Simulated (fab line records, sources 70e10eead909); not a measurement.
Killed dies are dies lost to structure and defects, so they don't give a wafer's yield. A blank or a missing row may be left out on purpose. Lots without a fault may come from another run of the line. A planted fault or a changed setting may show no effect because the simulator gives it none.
fab line records | flow nand_harc
record lots=15 wafers=45 last_day=33
route steps=1302 shown A_BONDPAD@1202
lots that met no fault: from a run of the same line without faults
start_h: hours from the record's first day to the start of the lot's first wafer shown | wait_h: hours since the lot's step before | " the same as in the row above | L1.1+2: a row that stands for several wafers | - no value, or no start given | * or withheld: withheld | < > ~ a bound
route shown NAME@n: a module of which the file shows steps, and the number in the route of the first | usual: mean/standard deviation of fault-free wafers | same: alike in all rows | chamber/n: place in a boat | sites: the reading at each site | _std_site: their standard deviation | _edge_site: outer sites' mean less inner sites' | radius_mm: how far each site lies from the wafer's centre | mask NAME#n: copy n | behind: the tool/chamber that last shaped the wafer | hold: why the lot was held/for how many hours/how that ended | device: the transistor (n, p or np) that didn't switch | end of line: the same wafers' tests at the end of the route | a step without rows: its recipe alone | killed: dies lost to structure and defects at the first sort, not the wafer's yield | map: a wafer's dies, x killed, . not, _ none there
set.NAME: the setting as run; set.NAME@STEP: as run at that earlier step | model.NAME: the simulator's own value behind a step, which no gauge read
steps of the route over a sample of lots; a table a step, a row a wafer
services: from which hour (start_h, from the record's first day; less than 0 if before it) a tool's chamber was out of use, for how many hours, and why
## steps
# step NHARC_A_BONDPAD_DEP_00
# recipe target_thk_a=2500 temp_c=370 target_thk_nm=250 pressure_torr=3 flow_sccm=200 rf_w=450 material=SiCN
# usual chamber_pressure_Torr=3.000/0.0061 heater_power_w=574/87 rf_fwd_power_W=448.8/1.2 susceptor_temp_C=370.03/0.21
# columns lot.wafer tool chamber start_h wait_h chamber_pressure_Torr heater_power_w rf_fwd_power_W susceptor_temp_C
L450.2 pecvd-01 2 532.51 - 2.996 787 446.3 369.85
L450.6 " 2 " " 2.992 809 446.1 369.70
L450.5 " 0 " " 3.000 571 450.4 369.82
L451.3 pecvd-04 1 565.49 - 3.000 653 447.4 370.44
L451.1 " 2 " " 3.001 441 448.2 370.12
L451.4 " 0 " " 2.995 626 449.7 370.27
L456.2 pecvd-01 2 593.37 - 3.009 686 448.9 370.00
L456.1 " 0 " " 2.987 485 448.7 370.05
L456.6 " 0 " " 3.005 487 448.1 370.27
L458.1 pecvd-01 1 643.02 - 3.001 652 446.6 370.17
L458.4 " 2 " " 2.998 643 448.9 369.85
L458.6 " 0 " " 2.994 524 450.4 369.88
L460.2 pecvd-01 1 647.48 - 3.000 615 449.3 370.11
L460.1 " 2 " " 3.008 687 447.9 369.68
L460.6 " 0 " " 2.997 472 449.3 369.96
L461.2 pecvd-01 0 671.53 - 2.991 595 450.2 369.85
L461.3 " 0 " " 2.995 464 448.4 369.90
L461.5 " 0 " " 2.997 487 448.1 369.59
L464.4 pecvd-04 2 675.35 - 3.001 444 446.4 370.28
L464.5 " 0 " " 2.988 609 449.0 370.32
L464.6 " 1 " " 3.000 635 448.9 370.16
L462.3 pecvd-02 1 - - 3.004 532 449.2 370.19
L462.4 " 2 " " 2.997 638 449.8 370.03
L462.5 " 0 " " 3.001 558 447.3 369.83
L463.3 pecvd-04 1 681.85 - 2.994 616 446.7 369.85
L463.1 " 2 " " 3.003 392 447.6 369.68
L463.4 " 0 " " 2.998 559 448.0 369.83
L465.1 pecvd-02 1 688.49 - 3.016 525 448.1 369.89
L465.3 " 2 " " 3.007 539 450.3 370.43
L465.6 " 1 " " 3.009 542 448.9 369.92
L467.3 pecvd-04 0 - - 2.995 568 448.3 369.80
L467.6 " 1 " " 3.000 662 448.9 370.16
L467.4 " 2 " " 3.006 414 448.0 369.68
L470.2 pecvd-04 0 727.99 - 3.001 613 448.5 369.96
L470.3 " 1 " " 2.994 534 447.4 370.05
L470.4 " 0 " " 3.002 491 449.5 369.94
L468.2 pecvd-02 0 729.35 - 3.001 501 450.9 370.00
L468.4 " 0 " " 3.001 523 448.6 370.17
L468.5 " 0 " " 3.001 529 450.1 370.17
L471.6 pecvd-04 0 744.86 - 3.012 621 449.6 370.09
L471.4 " 1 " " 3.000 639 449.4 370.03
L471.5 " 2 " " 3.000 427 448.1 370.06
L472.3 pecvd-04 2 758.78 - 3.006 399 448.0 370.10
L472.4 " 1 " " 3.004 637 449.9 370.13
L472.5 " 2 " " 3.003 413 447.4 370.31
# step NHARC_A_BONDPAD_EXPOSE_06
# recipe na=0.55 dose_mj=36.99 mask_id=A_BPAD
# usual exposure_dose_mJ_cm2=36.95/0.04 focus_offset_nm=0.0/0.58 na=0.55/0
# columns lot.wafer tool chamber start_h wait_h mask exposure_dose_mJ_cm2 focus_offset_nm na
L450.2 krf_scanner-03 0 533.49 - A_BPAD#0 36.97 0.4 0.55
L450.5 " 0 " " A_BPAD#0 36.89 -0.1 0.55
L450.6 " 0 " " A_BPAD#0 36.90 0.9 0.55
L451.1 krf_scanner-03 0 566.52 - A_BPAD#0 36.96 -0.5 0.55
L451.3 " 0 " " A_BPAD#0 36.99 0.5 0.55
L451.4 " 0 " " A_BPAD#0 36.94 -0.8 0.55
L456.1 krf_scanner-03 0 594.43 - A_BPAD#0 36.95 -0.3 0.55
L456.2 " 0 " " A_BPAD#0 36.95 -0.2 0.55
L456.6 " 0 " " A_BPAD#0 36.95 -0.2 0.55
L458.1 krf_scanner-03 - 643.96 - A_BPAD#0 - - -
L458.4 " - " " A_BPAD#0 - - -
L458.6 " - " " A_BPAD#0 - - -
L460.1 krf_scanner-04 - 648.50 - A_BPAD#0 - - -
L460.2 " - " " A_BPAD#0 - - -
L460.6 " - " " A_BPAD#0 - - -
L461.2 krf_scanner-04 - 672.63 - A_BPAD#0 - - -
L461.3 " - " " A_BPAD#0 - - -
L461.5 " - " " A_BPAD#0 - - -
L464.4 krf_scanner-01 0 676.30 - A_BPAD#0 36.89 -0.1 0.55
L464.5 " 0 " " A_BPAD#0 36.91 -0.8 0.55
L464.6 " 0 " " A_BPAD#0 36.89 0.1 0.55
L462.3 krf_scanner-04 0 676.60 - A_BPAD#0 36.96 -0.2 0.55
L462.4 " 0 " " A_BPAD#0 36.99 0.7 0.55
L462.5 " 0 " " A_BPAD#0 36.96 -0.1 0.55
L463.1 krf_scanner-01 0 682.92 - A_BPAD#0 36.98 -0.1 0.55
L463.3 " 0 " " A_BPAD#0 36.98 0.8 0.55
L463.4 " 0 " " A_BPAD#0 36.94 0.6 0.55
L465.1 krf_scanner-03 0 689.51 - A_BPAD#0 36.92 0.2 0.55
L465.3 " 0 " " A_BPAD#0 36.90 0.2 0.55
L465.6 " 0 " " A_BPAD#0 36.91 -0.1 0.55
L467.3 krf_scanner-04 0 713.37 - A_BPAD#0 37.00 -0.3 0.55
L467.4 " 0 " " A_BPAD#0 36.98 -0.9 0.55
L467.6 " 0 " " A_BPAD#0 36.98 -0.1 0.55
L470.2 krf_scanner-03 0 729.06 - A_BPAD#0 36.94 -0.5 0.55
L470.3 " 0 " " A_BPAD#0 36.90 -1.4 0.55
L470.4 " 0 " " A_BPAD#0 36.92 -0.9 0.55
L468.2 krf_scanner-01 0 730.49 - A_BPAD#0 36.98 0.7 0.55
L468.4 " 0 " " A_BPAD#0 36.95 0.7 0.55
L468.5 " 0 " " A_BPAD#0 36.96 1.4 0.55
L471.4 krf_scanner-01 0 745.81 - A_BPAD#0 36.93 1.2 0.55
L471.5 " 0 " " A_BPAD#0 36.94 0.6 0.55
L471.6 " 0 " " A_BPAD#0 36.93 0.7 0.55
L472.3 krf_scanner-03 0 759.82 - A_BPAD#0 36.91 0.7 0.55
L472.4 " 0 " " A_BPAD#0 36.95 0.8 0.55
L472.5 " 0 " " A_BPAD#0 36.96 0.3 0.55
# step NHARC_A_BONDPAD_CD_MEAS_09
# recipe target_cd_nm=500 landing_energy_ev=500
# usual cd_nm=499.5/2.1
# columns lot.wafer tool chamber start_h wait_h cd_nm
L450.2 cd_sem-01 0 533.63 - 496.8
L450.5 " 0 " " 500.9
L450.6 " 0 " " 500.7
L451.1 cd_sem-02 0 566.67 - 498.2
L451.3 " 0 " " 500.2
L451.4 " 0 " " 499.9
L456.1 cd_sem-03 0 594.59 - 502.3
L456.2 " 0 " " 502.2
L456.6 " 0 " " 499.9
L458.1 cd_sem-03 0 644.12 - -
L458.4 " 0 " " -
L458.6 " 0 " " -
L460.1 cd_sem-03 0 648.66 - -
L460.2 " 0 " " -
L460.6 " 0 " " -
L461.2 cd_sem-03 0 672.78 - -
L461.3 " 0 " " -
L461.5 " 0 " " -
L464.4 cd_sem-01 0 676.45 - 499.0
L464.5 " 0 " " 499.0
L464.6 " 0 " " 501.4
L462.3 cd_sem-02 0 676.75 - 502.2
L462.4 " 0 " " 494.9
L462.5 " 0 " " 497.9
L463.1 cd_sem-01 0 683.07 - 502.0
L463.3 " 0 " " 498.4
L463.4 " 0 " " 498.6
L465.1 cd_sem-03 0 689.67 - 501.3
L465.3 " 0 " " 497.5
L465.6 " 0 " " 496.9
L467.3 cd_sem-02 0 713.52 - 496.5
L467.4 " 0 " " 495.2
L467.6 " 0 " " 499.0
L470.2 cd_sem-02 0 729.21 - 500.4
L470.3 " 0 " " 502.1
L470.4 " 0 " " 497.3
L468.2 cd_sem-03 0 730.64 - 499.9
L468.4 " 0 " " 498.0
L468.5 " 0 " " 496.9
L471.4 cd_sem-01 0 745.96 - 499.8
L471.5 " 0 " " 499.7
L471.6 " 0 " " 500.6
L472.3 cd_sem-01 0 759.97 - 501.7
L472.4 " 0 " " 501.8
L472.5 " 0 " " 501.0
# step NHARC_A_BONDPAD_STRIP_15
# recipe o2_flow_sccm=500 ar_flow_sccm=0 bias_w=0 chemistry=O2
# usual drypump_motor_current_A=5.9/0.42 mfc_ar_sccm=0.012/0.015 oes_product_au=0.998/0.015 rf_vpp_V=57.6/0.91 showerhead_plenum_p_Torr=3.48/0.15 throttle_valve_pct=17.038/0.0087
# columns lot.wafer tool chamber start_h wait_h drypump_motor_current_A mfc_ar_sccm oes_product_au rf_hours_counter_h rf_vpp_V showerhead_plenum_p_Torr throttle_valve_pct
L450.2 rie_diel-11 1 534.27 0.1 6.2 0.023 1.005 3 58.0 3.39 17.034
L450.6 " 3 " " 5.7 0 0.981 - 57.9 3.70 17.034
L450.5 " 0 " " 5.8 0 0.990 - 57.1 3.32 17.039
L451.1 rie_diel-04 3 567.27 0.1 5.4 0.026 1.006 6 54.6 3.32 17.042
L451.4 " 0 " " 6.0 0 0.976 8 58.0 3.54 17.032
L451.3 " 1 " " 5.6 0.009 0.997 8 59.6 3.43 17.038
L456.2 rie_diel-04 0 595.19 0.1 6.0 0 0.977 16 58.2 3.53 17.039
L456.1 " 2 " " 5.2 0.035 1.017 20 58.2 3.50 17.039
L456.6 " 1 " " 5.5 0.009 0.984 - 56.7 3.43 17.037
L458.1 rie_diel-11 1 644.72 0.1 6.3 0.023 1.020 1 57.7 3.39 17.022
L458.4 " 2 " " 6.6 0.002 0.982 1 57.4 3.73 17.028
L458.6 " 2 " " 6.6 0.002 0.997 - 58.6 3.73 17.049
L460.2 rie_diel-11 0 649.27 0.1 5.9 0 0.964 1 56.7 3.32 17.052
L460.1 " 2 " " 6.5 0.002 1.000 1 58.2 3.73 17.040
L460.6 " 0 " " 5.9 0 0.960 - 56.5 3.32 17.045
L461.2 rie_diel-11 2 673.39 0.1 6.6 0.002 1.005 1 57.9 3.73 17.037
L461.3 " 3 " " 5.7 0 1.009 1 58.6 3.70 17.036
L461.5 " 1 " " 6.2 0.023 1.036 - 57.9 3.39 17.032
L464.4 rie_diel-11 2 677.05 0.1 6.6 0.002 1.003 1 58.0 3.73 17.033
L464.5 " 2 " " 6.6 0.002 1.002 - 57.0 3.73 17.050
L464.6 " 3 " " 5.7 0 1.013 - 58.6 3.70 17.045
L462.3 rie_diel-04 1 677.34 0.1 5.5 0.009 0.997 50 56.5 3.41 17.042
L462.4 " 3 " " 5.4 0.026 1.022 43 58.0 3.30 17.045
L462.5 " 2 " " 5.1 0.035 1.020 - 57.4 3.49 17.040
L463.3 rie_diel-11 3 683.67 0.1 5.6 0 1.000 2 59.4 3.70 17.038
L463.1 " 1 " " 6.2 0.023 1.022 2 57.9 3.39 17.032
L463.4 " 2 " " 6.6 0.002 0.989 2 57.6 3.73 17.033
L465.3 rie_diel-11 0 690.27 0.1 5.9 0 0.976 2 58.3 3.32 17.033
L465.1 " 3 " " 5.7 0 1.006 2 57.6 3.70 17.022
L465.6 " 1 " " 6.3 0.023 1.021 - 57.1 3.39 17.029
L467.4 rie_diel-07 2 714.11 0.1 6.0 0 1.003 12 57.1 3.49 17.042
L467.3 " 3 " " 6.1 0.001 0.973 13 56.7 3.29 17.030
L467.6 " 2 " " 5.9 0 0.998 - 57.2 3.49 17.029
L470.2 rie_diel-04 0 729.81 0.1 6.0 0 1.015 2 57.6 3.51 17.027
L470.3 " 1 " " 5.5 0.009 0.996 2 58.1 3.40 17.039
L470.4 " 2 " " 5.2 0.035 1.019 1 57.9 3.48 17.044
L468.2 rie_diel-04 3 731.24 0.1 5.4 0.026 0.996 1 56.9 3.29 17.031
L468.4 " 1 " " 5.6 0.009 0.986 2 57.6 3.40 17.038
L468.5 " 3 " " 5.4 0.026 1.012 - 59.0 3.29 17.039
L471.4 rie_diel-11 1 746.58 0.1 6.2 0.023 0.990 4 57.4 3.39 17.034
L471.5 " 3 " " 5.7 0 0.983 - 59.8 3.70 17.029
L471.6 " 0 " " 5.9 0 0.982 - 56.3 3.32 17.042
L472.3 rie_diel-04 3 760.59 0.1 5.4 0.026 1.011 11 57.2 3.29 17.036
L472.4 " 0 " " 6.0 0 1.012 12 58.5 3.50 17.046
L472.5 " 2 " " 5.2 0.035 1.012 - 57.8 3.48 17.038
## services
# columns tool chamber start_h hours kind
krf_scanner-04 - 519.41 34.0 repair
krf_scanner-01 - 525.37 2.5 repair
rie_diel-04 - 533.30 9.0 pm
krf_scanner-04 - 553.46 4.0 pm
krf_scanner-03 - 568.03 4.0 pm
krf_scanner-04 - 585.45 1.5 repair
pecvd-02 - 589.00 13.0 pm
rie_diel-11 - 609.50 9.0 pm
krf_scanner-01 - 613.53 1.6 repair
pecvd-01 0 630.66 4.1 repair
pecvd-04 - 631.20 13.0 pm
krf_scanner-01 - 656.00 4.0 pm
pecvd-01 1 661.64 10.1 repair
pecvd-01 - 673.37 13.0 pm
krf_scanner-01 - 680.70 0.5 repair
krf_scanner-03 - 698.63 3.7 repair
rie_diel-04 - 710.98 9.0 pm
krf_scanner-01 - 719.80 0.4 repair
krf_scanner-04 - 725.46 4.0 pm
krf_scanner-03 - 740.03 4.0 pm
rie_diel-11 - 740.67 0.3 repair
krf_scanner-04 - 741.18 10.2 repair
krf_scanner-03 - 752.68 1.1 repair
krf_scanner-04 - 754.41 1.5 repair
## key
first_sign step=NHARC_A_BONDPAD_EXPOSE_06 reading=tool_record direction=missing
effect none on later readings
met_at NHARC_A_BONDPAD_EXPOSE_06
struck_lots L458,L460,L461
later_rows_left_out L458.1,L458.4,L458.6,L460.1,L460.2,L460.6,L461.2,L461.3,L461.5
sort_left_out L458.1,L458.4,L458.6,L460.1,L460.2,L460.6,L461.2,L461.3,L461.5
not_acting_at NHARC_A_BONDPAD_DEP_00,NHARC_A_BONDPAD_CD_MEAS_09,NHARC_A_BONDPAD_STRIP_15
onset_between 594.43 643.96
fault kind=skipped_step_whole tool=krf_scanner-03,krf_scanner-04 chamber=- onset_h=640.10 steps=NHARC_A_BONDPAD_EXPOSE_06 scope=struck_lots_only
# sort_left_out: the simulated sort isn't trusted on such a fault, so these wafers' sort isn't shown, and their yield isn't known
# later_rows_left_out: the simulator's readings of these wafers behind a module that went badly wrong aren't trusted and aren't shown, but for the sort
